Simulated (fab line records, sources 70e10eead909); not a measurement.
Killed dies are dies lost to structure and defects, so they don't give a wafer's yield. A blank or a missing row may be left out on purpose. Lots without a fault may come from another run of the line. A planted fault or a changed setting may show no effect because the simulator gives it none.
A struck lot beside a sound one | flow nand_harc | 13 steps out of a route of 1159
Sound: wafers L963.1, L963.2, L963.3. Struck: wafers L975.2, L975.3, L975.6. The cause comes at the end.
At each step with rows: each side's tool, then ch and its chambers, then its first start. Under that, the readings that differ: sound wafers | struck wafers | difference of the means | sigmas: that difference in standard deviations of wafers without a fault.
alike: readings whose means differ by less than 2 such deviations, and words and numbers that are the same on both sides. not compared: withheld readings, readings that some wafer has no value for, bounds like >300 that may hide the same value, and numbers for which the record gives no deviation and whose values overlap.
The two part at a step that has a row with sigmas, a row that says differs or no value, or rows on one side only. Numbers that don't overlap but have no deviation are shown without sigmas and don't part them. A reading that every wafer of one side lacks parts them only if that side has two wafers or more.

NHARC_A_CONTACT_DEP_24: deposits SiO2, target thk 500 nm.
  sound on pecvd-02 ch 0,1,2, day 16 08:55; struck on pecvd-03 ch 0,1, day 19 18:50
  reading            | sound       | struck      | difference | sigmas
  heater_power_w (W) | 422 416 496 | 524 659 680 | +176       | +2
  alike: rf_fwd_power_W, throttle_valve_pct
NHARC_A_CONTACT_DEP_28: deposits aC, target thk 3600 nm.
  sound on acl_dep-02 ch 0, day 16 09:31; struck on acl_dep-02 ch 0, day 19 21:38
  alike: throttle_valve_pct
NHARC_A_CONTACT_DEP_29: deposits SiON, target thk 70 nm.
  sound on pecvd-02 ch 0,1,2, day 16 11:45; struck on pecvd-01 ch 0,1,2, day 19 23:29
  alike: heater_power_w, rf_fwd_power_W
then, 8 steps without rows for these wafers: NHARC_A_CONTACT_DEHYDRATE_32 (time 120 s); NHARC_A_CONTACT_HMDS_33 (time 30 s); NHARC_A_CONTACT_COAT_34 (time 75 s); NHARC_A_CONTACT_COAT_35 (time 65 s); NHARC_A_CONTACT_COAT_36 (resist thk 90 nm); NHARC_A_CONTACT_SOFTBAKE_37 (time 55 s); NHARC_A_CONTACT_EBR_38; NHARC_A_CONTACT_EXPOSE_39 (exposes mask A CC 3).
NHARC_A_CONTACT_PEB_40: peb time 65 s.
  sound on litho_track-01 ch 0, day 16 12:23; struck on litho_track-01, day 20 00:07
  no value came back on the struck wafers for chill_plate_temp_C (C), exhaust_pa (Pa); on the sound wafers chill_plate_temp_C (C) reads 22.99 22.99 22.93
then, 1 step without rows for these wafers: NHARC_A_CONTACT_DEVELOP_41 (develop time 35 s).

WHERE THEY PART
First at NHARC_A_CONTACT_DEP_24; last, within this record, at NHARC_A_CONTACT_PEB_40.

WHY: what the simulator had put in
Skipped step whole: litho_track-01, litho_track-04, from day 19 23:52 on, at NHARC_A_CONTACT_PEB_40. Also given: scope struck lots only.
